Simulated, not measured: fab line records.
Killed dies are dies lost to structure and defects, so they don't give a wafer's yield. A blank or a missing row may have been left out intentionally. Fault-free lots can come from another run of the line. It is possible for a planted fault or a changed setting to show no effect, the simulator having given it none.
2 desks, one fault | flow n5_finfet | only its own numbers are on each desk; what lay behind them is given at the end

## FOR THE TOOL OWNER'S DESK: pecvd-01
The tool's own readings at N5_BEOL_M2_ILD_DEP_00 (deposits SiOC from DEMS/O2, target thk 79 nm, time 15.3 s): means of the sampled wafers that have a number, for each lot that ran on this tool. If a lot's mean is further than 4 standard deviations from the usual mean, the lot is out of limits and carries the mark OUT (the distance appears in the brackets).
Columns: A = heater_power_outer_w at N5_BEOL_M2_ILD_DEP_00, usual 257 W; B = heater_power_w at N5_BEOL_M2_ILD_DEP_00, usual 491 W; C = showerhead_plenum_p_Torr at N5_BEOL_M2_ILD_DEP_00, usual 5.692 Torr; D = throttle_valve_pct at N5_BEOL_M2_ILD_DEP_00, usual 11.9 %
lot  | first seen here | A   | B   | C     | D
L452 | day 6 14:29     | 247 | 486 | 5.702 | 11.4
L457 | day 7 16:57     | 207 | 405 | 5.696 | 11.6
L458 | day 7 20:12     | 270 | 521 | 5.699 | 11.5
L459 | day 8 06:52     | 255 | 497 | 5.702 | 11.5
L461 | day 8 20:43     | 281 | 551 | 5.696 | 11.6
This desk found nothing out of limits on any of the 5 lots.

## FROM THE METROLOGY DESK
What the gauges read, lot by lot, whatever tool the lot ran on: means of the sampled wafers that have a number. If a lot's mean is further than 4 standard deviations from the usual mean, the lot is out of limits and carries the mark OUT (the distance appears in the brackets). Of its 11 readings 7 are shown: the one that was out of limits first, and those that lie furthest out on some lot.
Columns: A = M2_ILD_THK at N5_BEOL_M2_THK_MEAS_01, usual 79.0 nm; B = IOFF_N at N5_BEOL_M4_RC_MEAS_101, usual 0.16 nA/um; C = IOFF_P at N5_BEOL_M4_RC_MEAS_101, usual 0.21 nA/um; D = ION_N at N5_BEOL_M4_RC_MEAS_101, usual 671 uA/um; E = ION_P at N5_BEOL_M4_RC_MEAS_101, usual 460 uA/um; F = VT_N at N5_BEOL_M4_RC_MEAS_101, usual 250 mV; G = VT_P at N5_BEOL_M4_RC_MEAS_101, usual -250 mV
lot  | first seen here | A               | B    | C    | D   | E   | F   | G
L452 | day 6 14:33     | 79.3            | 0.16 | 0.19 | 666 | 455 | 251 | -256
L456 | day 7 12:21     | 79.5            | 0.15 | 0.19 | 664 | 454 | 251 | -251
L457 | day 7 17:01     | 78.7            | 0.21 | 0.27 | 685 | 467 | 245 | -245
L458 | day 7 20:16     | 79.2            | 0.20 | 0.25 | 678 | 461 | 248 | -249
L459 | day 8 06:56     | 87.6 (+7.8) OUT | 0.19 | 0.24 | 666 | 460 | 247 | -247
L460 | day 8 11:31     | 78.4            | 0.16 | 0.22 | 673 | 460 | 249 | -250
L461 | day 8 20:46     | 99.9 (+19) OUT  | 0.15 | 0.21 | 678 | 470 | 249 | -249
L464 | day 9 04:31     | 78.0            | 0.18 | 0.23 | 662 | 456 | 248 | -246
L470 | day 10 23:10    | 78.2            | 0.15 | 0.20 | 674 | 460 | 249 | -252
L471 | day 11 05:49    | 78.7            | 0.13 | 0.18 | 653 | 449 | 254 | -254
This desk reports L459, L461 out of limits; the earliest was L459 at day 8 06:56 (M2_ILD_THK at N5_BEOL_M2_THK_MEAS_01). Within limits: L452, L456, L457, L458, L460, L464, L470, L471.

## TAKEN TOGETHER
At day 8 06:56 the metrology desk could have sounded an alarm, on L459, L461.
Nothing out of limits was seen by the tool owner's desk.
The tool owner's desk has L459, L461 on record, within its limits.
All the named lots went through N5_BEOL_M2_ILD_DEP_00 on pecvd-01.

## WHAT THE SIMULATOR HAD INSERTED
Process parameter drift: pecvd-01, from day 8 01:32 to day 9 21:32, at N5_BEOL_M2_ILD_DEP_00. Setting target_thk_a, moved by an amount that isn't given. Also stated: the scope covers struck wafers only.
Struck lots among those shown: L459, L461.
Delay in hours, fault start to first out-of-limits reading, per desk: metrology desk 5.
